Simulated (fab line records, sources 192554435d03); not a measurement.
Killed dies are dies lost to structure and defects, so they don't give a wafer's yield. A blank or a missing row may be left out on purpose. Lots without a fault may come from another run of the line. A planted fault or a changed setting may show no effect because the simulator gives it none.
A struck lot beside a sound one | flow n5_finfet | 37 steps out of a route of 1938
Sound: wafers L444.3, L444.5, L444.6. Struck: wafer L430.4. (L430.3, L430.6 of the same lot were not struck and are left out.) The cause comes at the end.
At each step with rows: each side's tool, then ch and its chambers, then its first start. Under that, the readings that differ: sound wafers | struck wafers | difference of the means | sigmas: that difference in standard deviations of wafers without a fault.
alike: readings whose means differ by less than 2 such deviations, and words and numbers that are the same on both sides. not compared: withheld readings, readings that some wafer has no value for, bounds like >300 that may hide the same value, and numbers for which the record gives no deviation and whose values overlap.
The two part at a step that has a row with sigmas, a row that says differs or no value, or rows on one side only. Numbers that don't overlap but have no deviation are shown without sigmas and don't part them. A reading that every wafer of one side lacks parts them only if that side has two wafers or more.

first, 8 steps without rows for these wafers: N5_MOL_CONTACT_COAG_SRD_139 (time 30 s); N5_MOL_CONTACT_COAG_PRE_CLEAN_121; N5_MOL_CONTACT_COAG_CVD_140 (deposits W, target thk 66.5 nm, time 215 s); N5_MOL_CONTACT_COAG_PRECLEAN_127 (cleans in DIW, time 57.5 s); N5_MOL_CONTACT_COAG_SRD_128 (dry time 32 s); N5_MOL_CONTACT_COAG_CMP_52 (polishes, stops on SiO2, t overpolish 1.5 s, target thk 66.5 nm); N5_MOL_CONTACT_COAG_ANNEAL_112 (time 1800 s); N5_BEOL_M0_SAQP_PECVD_00 (deposits SiCN from 3MS/NH3, target thk 8 nm, time 14 s).
N5_BEOL_M0_SAQP_ILD_DEP_01: deposits SiOC from DEMS/O2, target thk 45.419 nm, time 8.7 s.
  sound on pecvd-01 ch 0,2, day 10 00:11; struck on pecvd-01 ch 2, day 6 22:08
  reading                                           | sound        | struck | difference | sigmas
  model.SiOC_of_BEOL_M0_SAQP_ILD_DEP_01.thk_nm (nm) | 44.8 46.2 45 | 48.6   | +3.3       |
  alike: heater_power_w, showerhead_plenum_p_Torr, throttle_valve_pct
then, 25 steps without rows for these wafers: N5_BEOL_M0_SAQP_HM_DEP_02 (deposits TiN, target thk 12 nm); N5_BEOL_M0_SAQP_PECVD_03 (deposits SiCN from 3MS/NH3, target thk 12 nm, time 21.1 s); N5_BEOL_M0_SAQP_PECVD_96 (deposits a-Si from SiH4/He, target thk 45 nm, time 45.2 s); N5_BEOL_M0_SAQP_PECVD_97 (deposits SiNx from SiH4/NH3/N2, target thk 23 nm, time 19.9 s); N5_BEOL_M0_SAQP_PECVD_04 (deposits a-Si from SiH4/He, target thk 60 nm, time 60.2 s); N5_BEOL_M0_SAQP_HM_DEP_111 (deposits SiO2 from SiH4/N2O, target thk 12 nm, time 7.2 s); N5_BEOL_M0_SAQP_COAT_81 (time 60 s, resist thk 100 nm); N5_BEOL_M0_SAQP_COAT_82 (time 60 s, resist thk 30 nm); N5_BEOL_M0_SAQP_COAT_08 (resist thk 90 nm); N5_BEOL_M0_SAQP_EBR_10; N5_BEOL_M0_SAQP_SOFTBAKE_09 (time 60 s); N5_BEOL_M0_SAQP_EXPOSE_11 (exposes mask M0 CORE, target cd 42 nm); N5_BEOL_M0_SAQP_PEB_12 (peb time 60 s); N5_BEOL_M0_SAQP_DEVELOP_13 (develop time 30 s); N5_BEOL_M0_SAQP_DESCUM_19 (chemistry O2, time 7.9 s); N5_BEOL_M0_SAQP_ETCH_83 (etches SiARC in CF4, target depth 39 nm, time 65 s); N5_BEOL_M0_SAQP_ETCH_84 (etches SOC in N2/H2, target depth 100 nm, overetch 20 nm, time 150 s); N5_BEOL_M0_SAQP_STRIP_80 (strips in N2/H2); N5_BEOL_M0_SAQP_HM_OPEN_112 (chemistry CHF3/O2, target SiO2, stops on a-Si, target depth 12 nm, time 13.5 s); N5_BEOL_M0_SAQP_STRIP_113 (strips in CHF3/O2); N5_BEOL_M0_SAQP_MANDREL_ETCH_20 (etches a-Si in HBr/Cl2, stops on SiNx, target depth 60 nm, bt time 10 s, time 30 s); N5_BEOL_M0_SAQP_STRIP_86 (strips in N2/H2); N5_BEOL_M0_SAQP_STRIP_115 (strips in post etch residue remover, time 60 s); N5_BEOL_M0_SAQP_SRD_93 (time 30 s); N5_BEOL_M0_SAQP_RECESS_114 (chemistry HF/NH3, target SiO2, target depth 14.4 nm, afs cycles 3, sublimation time 60 s).
N5_BEOL_M0_CMP_120: polishes, stops on SiOC, t overpolish 6.9 s.
  sound on cmp-03 ch 0,2,3, day 10 12:45; struck on cmp-02 ch 0, day 7 12:22
  reading                                           | sound      | struck | difference | sigmas
  model.SiOC_of_BEOL_M0_SAQP_ILD_DEP_01.thk_nm (nm) | 38.8 40 39 | 42.6   | +3.3       |
  alike: barrier_field_endpoint_s, motor_current_A, overpolish_run_s, platen_rpm, slurry_filter_dp_kPa, slurry_flow_ml_min, time_to_endpoint_s
N5_BEOL_M4_RC_MEAS_101:
  sound on prober-01 ch 0, day 12 03:37; struck on prober-01 ch 0, day 9 07:32
  reading        | sound             | struck | difference | sigmas
  DIBL_N (mV/V)  | 37.0 37.7 36.9    | 31.6   | -5.6       | -3
  DIBL_P (mV/V)  | 37.7 38.0 36.7    | 32.8   | -4.7       | -2
  IOFF_N (nA/um) | 0.157 0.160 0.158 | 0.093  | -0.065     | -2
  IOFF_P (nA/um) | 0.21 0.20 0.19    | 0.13   | -0.07      | -2
  SS_N (mV/dec)  | 71.7 71.7 72.4    | 70.1   | -1.8       | -3
  SS_P (mV/dec)  | 73.4 74.1 73.3    | 71.9   | -1.7       | -3
  alike: ION_N, ION_P, VT_N, VT_P
then, 1 step without rows for these wafers: N5_PASSIVATION_PROBE_49.

WHERE THEY PART
Only at N5_BEOL_M4_RC_MEAS_101, within this record.

WHY: what the simulator had put in
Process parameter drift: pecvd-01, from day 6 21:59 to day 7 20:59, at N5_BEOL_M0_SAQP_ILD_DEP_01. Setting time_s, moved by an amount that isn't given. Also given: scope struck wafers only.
